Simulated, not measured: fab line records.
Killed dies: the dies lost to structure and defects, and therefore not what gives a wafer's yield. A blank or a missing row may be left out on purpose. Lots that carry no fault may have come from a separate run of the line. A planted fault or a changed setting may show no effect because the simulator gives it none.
A struck lot beside a sound one / flow nand-harc / 13 steps out of a route of 1302
Sound: the wafers L447.1, L447.5, L447.6. Struck: wafers L442.2, L442.4 (left out: L442.1, a lot-mate that was not struck); the cause follows at the end.
At each step with rows: each side's tool, then ch and its chambers, then its first start. Under that, the readings that differ: sound wafers / struck wafers / difference of the means / sigmas: that difference in standard deviations of wafers without a fault.
alike: a reading whose means differ by less than 2 such deviations, as well as words and numbers matching on both sides. not compared: withheld readings; readings where some wafer has no value; bounds like >300 that might hide an equal value; numbers whose values overlap and for which the record gives no deviation.
Wherever a step has rows on one side only, a row that says differs or no value, or a row with sigmas, the two part there. Numbers that don't overlap but have no deviation are shown without sigmas and don't part them. A reading missing from all wafers of one side parts the sides only when that side holds two or more wafers.

first, 6 steps without rows for these wafers: NHARC_A_DECK1_JOINT_CVD_34 (deposits SiNx, target thk 20 nm); NHARC_A_DECK1_JOINT_DEP_06 (deposits SiOx, target thk 80 nm); NHARC_A_DECK1_JOINT_CURE_26 (time 32 s); NHARC_A_DECK1_JOINT_ANNEAL_27 (time 3600 s); NHARC_A_DECK1_JOINT_ANNEAL_28 (time 1800 s); NHARC_A_DECK1_JOINT_ANNEAL_29 (time 1800 s).
NHARC_A_DECK1_JOINT_CMP_02: polishes SiOx.
  sound on cmp-03 ch 0,2,3, day 18 22:57; struck on cmp-02 ch 1,3, day 17 04:53
  alike: motor-current-A, slurry-filter-dp-kPa
following that, these wafers have no rows for 1 step: NHARC_A_DECK1_JOINT_SRD_15.
NHARC_A_DECK1_JOINT_DEP_16: deposits SiO2, target thk 45 nm.
  sound on pecvd-02 ch 0,1,2, day 18 23:17; struck on pecvd-04 ch 0, day 17 05:16
  alike: flow-sccm, heater-power-w, rf-fwd-power-W, throttle-valve-pct
NHARC_A_DECK1_JOINT_THK_MEAS_17: measures by ellipsometry.
  sound on film-metro-02 at day 18 23:36; struck on film-metro-02 at day 17 05:38
  alike: thk-nm
NHARC_A_DECK1_JOINT_INSPECT_05:
  sound on defect-inspect-01 at day 18 23:38; struck on defect-inspect-01 at day 17 05:40
  alike: raw-defect-count
NHARC_A_ONON_D2_DEP_00: target thk 1000 nm.
  sound on pecvd-onon-02 ch 0, day 18 23:42; struck on pecvd-onon-03 ch 0, day 17 05:44
NHARC_A_ONON_D2_THK_MEAS_02: measures by ellipsometry.
  sound on film-metro-02 at day 19 00:13; struck on film-metro-02 at day 17 06:25
reading=thk-nm (nm); sound=1008 1009 1010; struck=889 888; difference=-120; sigmas=-16
  not compared: hold

WHERE THEY PART
Within this record, at NHARC_A_ONON_D2_THK_MEAS_02 only.

WHY: what the simulator had put in
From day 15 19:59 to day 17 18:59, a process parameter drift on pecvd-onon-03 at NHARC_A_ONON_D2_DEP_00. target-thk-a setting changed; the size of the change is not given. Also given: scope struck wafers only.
